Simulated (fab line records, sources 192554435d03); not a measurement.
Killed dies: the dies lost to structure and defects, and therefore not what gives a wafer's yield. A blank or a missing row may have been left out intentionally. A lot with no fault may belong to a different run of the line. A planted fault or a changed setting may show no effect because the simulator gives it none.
Chamber matching / flow n5-finfet / pecvd-01 running N5_BEOL_M4_ILD_DEP_00: 3 sister chambers
The step deposits SiOC from DEMS/O2, target thk 79 nm, time 15.3 s. 3 wafers are shown with their chamber, then 7 later ones without.

WAFERS PAIRED WITH THEIR CHAMBERS
wafer=L082.1; chamber=0; throttle-valve-pct (%)=11.3
wafer=L084.1; chamber=1; throttle-valve-pct (%)=12.7
wafer=L084.2; chamber=2; throttle-valve-pct (%)=12.4

WAFERS WITH NO CHAMBER GIVEN
wafer=L084.5; throttle-valve-pct (%)=11.7
wafer=L083.1; throttle-valve-pct (%)=13.2
wafer=L083.3; throttle-valve-pct (%)=11.5
wafer=L083.5; throttle-valve-pct (%)=11.4
wafer=L090.1; throttle-valve-pct (%)=12.7
wafer=L090.4; throttle-valve-pct (%)=12.6
wafer=L090.5; throttle-valve-pct (%)=12.8

WHICH CHAMBER EACH ONE RAN IN
wafer=L084.5; from the rows above=can't be placed: 0 or 2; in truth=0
wafer=L083.1; from the rows above=can't be placed: 1 or 2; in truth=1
wafer=L083.3; from the rows above=0; in truth=0
wafer=L083.5; from the rows above=0; in truth=0
wafer=L090.1; from the rows above=can't be placed: 1 or 2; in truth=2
wafer=L090.4; from the rows above=can't be placed: 1 or 2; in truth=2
wafer=L090.5; from the rows above=can't be placed: 1 or 2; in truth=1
Correctly placed: 2 of 7. Can't be placed from these rows: 5 (the true chamber is among the candidates in 5). Placed wrongly: 0.
How it was worked out, from the rows above alone: a wafer's distance from a chamber is the root of the sum, over the readings, of the square of ((its reading less the chamber's mean) divided by the reading's scatter). The wafer belongs to the nearest chamber; if the next one is less than 2 further off, it can't be placed. For every chamber, the mean is computed from those of its wafers that are shown. The scatter: root of mean squared gap, hidden wafer to nearest shown wafer, with one shown wafer a chamber.
